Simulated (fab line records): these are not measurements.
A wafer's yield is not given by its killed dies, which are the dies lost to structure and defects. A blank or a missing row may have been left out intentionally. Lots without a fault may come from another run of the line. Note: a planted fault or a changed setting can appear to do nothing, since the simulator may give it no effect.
Chamber matching ; flow n5_finfet ; N5_HKMG_FIN_ETCH_67 on rie_diel-03: 4 sister chambers
The step etches SOC in N2/H2, stops on TiN, target depth 388.9 nm. 24 wafers are shown with their chamber, then 12 later ones without.

== WAFERS PAIRED WITH THEIR CHAMBERS ==
wafer;chamber;showerhead_plenum_p_Torr (Torr);drypump_motor_current_A (A);throttle_valve_pct (%)
L076.3;0;2.40;5.7;17.93
L076.4;3;2.72;5.4;17.49
L076.6;1;2.58;5.9;17.79
L078.1;1;2.58;5.9;17.78
L078.3;2;2.55;5.1;17.97
L078.5;0;2.40;5.7;17.93
L079.1;3;2.72;5.5;17.51
L079.2;1;2.58;5.9;17.78
L079.6;1;2.58;5.9;17.81
L079.3;1;2.58;5.9;17.81
L079.4;3;2.72;5.5;17.49
L079.5;3;2.72;5.4;17.51
L081.2;3;2.71;5.4;17.51
L081.3;2;2.55;5.1;18.00
L081.5;3;2.71;5.5;17.52
L085.1;2;2.55;5.1;18.01
L085.2;3;2.71;5.4;17.53
L085.3;1;2.57;5.9;17.81
L085.4;0;2.39;5.7;17.95
L085.5;1;2.57;5.9;17.80
L085.6;2;2.55;5.1;18.01
L086.3;2;2.54;5.1;18.02
L086.4;1;2.57;5.9;17.83
L086.5;0;2.39;5.7;17.97

SIGNATURES (averages over the wafers above)
reading;chamber 0;chamber 1;chamber 2;chamber 3;scatter within a chamber
showerhead_plenum_p_Torr;2.3950;2.5762;2.5480;2.7157;0.00519
drypump_motor_current_A;5.700;5.900;5.100;5.443;0.0293
throttle_valve_pct;17.9450;17.8012;18.0020;17.5086;0.0173
Rule: a wafer lies at a distance from a chamber equal to the root of the sum of squares, over the readings, of (its reading less the chamber's mean, divided by the reading's scatter). If the next closest chamber is less than 2 further off than the closest, the wafer can't be placed; otherwise it belongs to the closest. The scatter: take each reading less its chamber's mean, square it, sum over the shown wafers, divide by the number of wafers less the number of chambers, and take the root.

== WAFERS WITHOUT THEIR CHAMBER ==
wafer;showerhead_plenum_p_Torr (Torr);drypump_motor_current_A (A);throttle_valve_pct (%)
L087.1;2.39;5.7;17.96
L087.2;2.54;5.1;18.00
L087.3;2.57;5.9;17.83
L088.2;2.39;5.7;17.97
L088.3;2.70;5.4;17.55
L088.5;2.39;5.7;17.96
L091.1;2.39;5.7;17.98
L091.2;2.54;5.1;18.02
L091.3;2.70;5.4;17.57
L094.3;2.70;5.4;17.57
L094.4;2.54;5.1;18.04
L094.5;2.38;5.7;18.00

== CHAMBER TAKEN BY EACH ==
wafer;from the rows above;in truth
L087.1;0;0
L087.2;2;2
L087.3;1;1
L088.2;0;0
L088.3;3;3
L088.5;0;0
L091.1;0;0
L091.2;2;2
L091.3;3;3
L094.3;3;3
L094.4;2;2
L094.5;0;0
Correctly placed: 12 of 12. Left unplaced by these rows: 0. 0 placed wrongly.
